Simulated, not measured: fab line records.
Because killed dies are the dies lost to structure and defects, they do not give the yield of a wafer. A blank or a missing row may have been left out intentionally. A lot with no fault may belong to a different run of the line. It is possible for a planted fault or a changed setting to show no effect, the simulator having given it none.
Matching of chambers :: flow n5_finfet :: 4 sister chambers for N5_BEOL_M9_STRIP_19 on rie_diel-03
The step strips in O2. 30 wafers are shown with their chamber, then 12 later ones without.

== WAFERS PAIRED WITH THEIR CHAMBERS ==
wafer: L076.1
chamber: 2
drypump_motor_current_A (A): 5.3
showerhead_plenum_p_Torr (Torr): 2.06
throttle_valve_pct (%): 16.28

wafer: L076.4
chamber: 3
drypump_motor_current_A (A): 6.4
showerhead_plenum_p_Torr (Torr): 2.14
throttle_valve_pct (%): 16.87

wafer: L076.6
chamber: 1
drypump_motor_current_A (A): 5.4
showerhead_plenum_p_Torr (Torr): 2.24
throttle_valve_pct (%): 16.74

wafer: L079.1
chamber: 1
drypump_motor_current_A (A): 5.4
showerhead_plenum_p_Torr (Torr): 2.23
throttle_valve_pct (%): 16.76

wafer: L079.4
chamber: 2
drypump_motor_current_A (A): 5.3
showerhead_plenum_p_Torr (Torr): 2.06
throttle_valve_pct (%): 16.30

wafer: L079.6
chamber: 1
drypump_motor_current_A (A): 5.4
showerhead_plenum_p_Torr (Torr): 2.23
throttle_valve_pct (%): 16.75

wafer: L078.2
chamber: 0
drypump_motor_current_A (A): 5.1
showerhead_plenum_p_Torr (Torr): 2.06
throttle_valve_pct (%): 16.77

wafer: L078.3
chamber: 1
drypump_motor_current_A (A): 5.4
showerhead_plenum_p_Torr (Torr): 2.23
throttle_valve_pct (%): 16.78

wafer: L078.6
chamber: 0
drypump_motor_current_A (A): 5.1
showerhead_plenum_p_Torr (Torr): 2.07
throttle_valve_pct (%): 16.77

wafer: L082.2
chamber: 2
drypump_motor_current_A (A): 5.3
showerhead_plenum_p_Torr (Torr): 2.06
throttle_valve_pct (%): 16.28

wafer: L082.4
chamber: 0
drypump_motor_current_A (A): 5.1
showerhead_plenum_p_Torr (Torr): 2.06
throttle_valve_pct (%): 16.76

wafer: L082.5
chamber: 3
drypump_motor_current_A (A): 6.3
showerhead_plenum_p_Torr (Torr): 2.14
throttle_valve_pct (%): 16.87

wafer: L083.1
chamber: 0
drypump_motor_current_A (A): 5.1
showerhead_plenum_p_Torr (Torr): 2.06
throttle_valve_pct (%): 16.78

wafer: L083.4
chamber: 3
drypump_motor_current_A (A): 6.3
showerhead_plenum_p_Torr (Torr): 2.14
throttle_valve_pct (%): 16.89

wafer: L083.6
chamber: 3
drypump_motor_current_A (A): 6.4
showerhead_plenum_p_Torr (Torr): 2.14
throttle_valve_pct (%): 16.89

wafer: L084.1
chamber: 1
drypump_motor_current_A (A): 5.4
showerhead_plenum_p_Torr (Torr): 2.23
throttle_valve_pct (%): 16.78

wafer: L084.4
chamber: 0
drypump_motor_current_A (A): 5.1
showerhead_plenum_p_Torr (Torr): 2.06
throttle_valve_pct (%): 16.78

wafer: L084.6
chamber: 3
drypump_motor_current_A (A): 6.4
showerhead_plenum_p_Torr (Torr): 2.14
throttle_valve_pct (%): 16.89

wafer: L085.1
chamber: 3
drypump_motor_current_A (A): 6.4
showerhead_plenum_p_Torr (Torr): 2.14
throttle_valve_pct (%): 16.89

wafer: L085.2
chamber: 2
drypump_motor_current_A (A): 5.3
showerhead_plenum_p_Torr (Torr): 2.06
throttle_valve_pct (%): 16.32

wafer: L085.3
chamber: 1
drypump_motor_current_A (A): 5.4
showerhead_plenum_p_Torr (Torr): 2.23
throttle_valve_pct (%): 16.76

wafer: L087.1
chamber: 3
drypump_motor_current_A (A): 6.4
showerhead_plenum_p_Torr (Torr): 2.13
throttle_valve_pct (%): 16.89

wafer: L087.3
chamber: 2
drypump_motor_current_A (A): 5.3
showerhead_plenum_p_Torr (Torr): 2.06
throttle_valve_pct (%): 16.30

wafer: L087.5
chamber: 0
drypump_motor_current_A (A): 5.1
showerhead_plenum_p_Torr (Torr): 2.06
throttle_valve_pct (%): 16.80

wafer: L090.1
chamber: 0
drypump_motor_current_A (A): 5.1
showerhead_plenum_p_Torr (Torr): 2.06
throttle_valve_pct (%): 16.79

wafer: L090.3
chamber: 1
drypump_motor_current_A (A): 5.4
showerhead_plenum_p_Torr (Torr): 2.23
throttle_valve_pct (%): 16.76

wafer: L090.6
chamber: 1
drypump_motor_current_A (A): 5.4
showerhead_plenum_p_Torr (Torr): 2.23
throttle_valve_pct (%): 16.78

wafer: L089.1
chamber: 3
drypump_motor_current_A (A): 6.4
showerhead_plenum_p_Torr (Torr): 2.13
throttle_valve_pct (%): 16.92

wafer: L089.5
chamber: 1
drypump_motor_current_A (A): 5.4
showerhead_plenum_p_Torr (Torr): 2.23
throttle_valve_pct (%): 16.81

wafer: L089.6
chamber: 3
drypump_motor_current_A (A): 6.4
showerhead_plenum_p_Torr (Torr): 2.13
throttle_valve_pct (%): 16.91

SIGNATURES (averages over the wafers above)
reading: drypump_motor_current_A
chamber 0: 5.100
chamber 1: 5.400
chamber 2: 5.300
chamber 3: 6.378
scatter within a chamber: 0.0245

reading: showerhead_plenum_p_Torr
chamber 0: 2.0614
chamber 1: 2.2311
chamber 2: 2.0600
chamber 3: 2.1367
scatter within a chamber: 0.0038

reading: throttle_valve_pct
chamber 0: 16.7786
chamber 1: 16.7689
chamber 2: 16.2960
chamber 3: 16.8911
scatter within a chamber: 0.0173
Rule: distance of a wafer from a chamber = root of the sum over the readings of ((wafer's reading minus chamber's mean) / reading's scatter) squared. If the next closest chamber is less than 2 further off than the closest, the wafer can't be placed; otherwise it belongs to the closest. The scatter: the root of (the sum of the squares of (reading less its chamber's mean) over the shown wafers, divided by (wafers less chambers)).

== WAFERS MISSING THEIR CHAMBER ==
wafer: L094.3
drypump_motor_current_A (A): 5.4
showerhead_plenum_p_Torr (Torr): 2.22
throttle_valve_pct (%): 16.82

wafer: L094.4
drypump_motor_current_A (A): 5.4
showerhead_plenum_p_Torr (Torr): 2.22
throttle_valve_pct (%): 16.81

wafer: L094.6
drypump_motor_current_A (A): 5.1
showerhead_plenum_p_Torr (Torr): 2.05
throttle_valve_pct (%): 16.82

wafer: L096.3
drypump_motor_current_A (A): 5.1
showerhead_plenum_p_Torr (Torr): 2.05
throttle_valve_pct (%): 16.82

wafer: L096.5
drypump_motor_current_A (A): 6.4
showerhead_plenum_p_Torr (Torr): 2.12
throttle_valve_pct (%): 16.93

wafer: L096.6
drypump_motor_current_A (A): 5.4
showerhead_plenum_p_Torr (Torr): 2.22
throttle_valve_pct (%): 16.82

wafer: L095.1
drypump_motor_current_A (A): 6.3
showerhead_plenum_p_Torr (Torr): 2.12
throttle_valve_pct (%): 16.94

wafer: L095.2
drypump_motor_current_A (A): 5.1
showerhead_plenum_p_Torr (Torr): 2.05
throttle_valve_pct (%): 16.84

wafer: L095.3
drypump_motor_current_A (A): 5.4
showerhead_plenum_p_Torr (Torr): 2.22
throttle_valve_pct (%): 16.82

wafer: L095.4
drypump_motor_current_A (A): 6.3
showerhead_plenum_p_Torr (Torr): 2.12
throttle_valve_pct (%): 16.94

wafer: L095.5
drypump_motor_current_A (A): 5.4
showerhead_plenum_p_Torr (Torr): 2.22
throttle_valve_pct (%): 16.83

wafer: L095.6
drypump_motor_current_A (A): 5.1
showerhead_plenum_p_Torr (Torr): 2.05
throttle_valve_pct (%): 16.83

== EACH ONE'S CHAMBER ==
wafer: L094.3
from the rows above: 1
in truth: 1

wafer: L094.4
from the rows above: 1
in truth: 1

wafer: L094.6
from the rows above: 0
in truth: 0

wafer: L096.3
from the rows above: 0
in truth: 0

wafer: L096.5
from the rows above: 3
in truth: 3

wafer: L096.6
from the rows above: 1
in truth: 1

wafer: L095.1
from the rows above: 3
in truth: 3

wafer: L095.2
from the rows above: 0
in truth: 0

wafer: L095.3
from the rows above: 1
in truth: 1

wafer: L095.4
from the rows above: 3
in truth: 3

wafer: L095.5
from the rows above: 1
in truth: 1

wafer: L095.6
from the rows above: 0
in truth: 0
Correctly placed: 12 of 12. Can't be placed from these rows: 0. Number placed wrongly: 0.
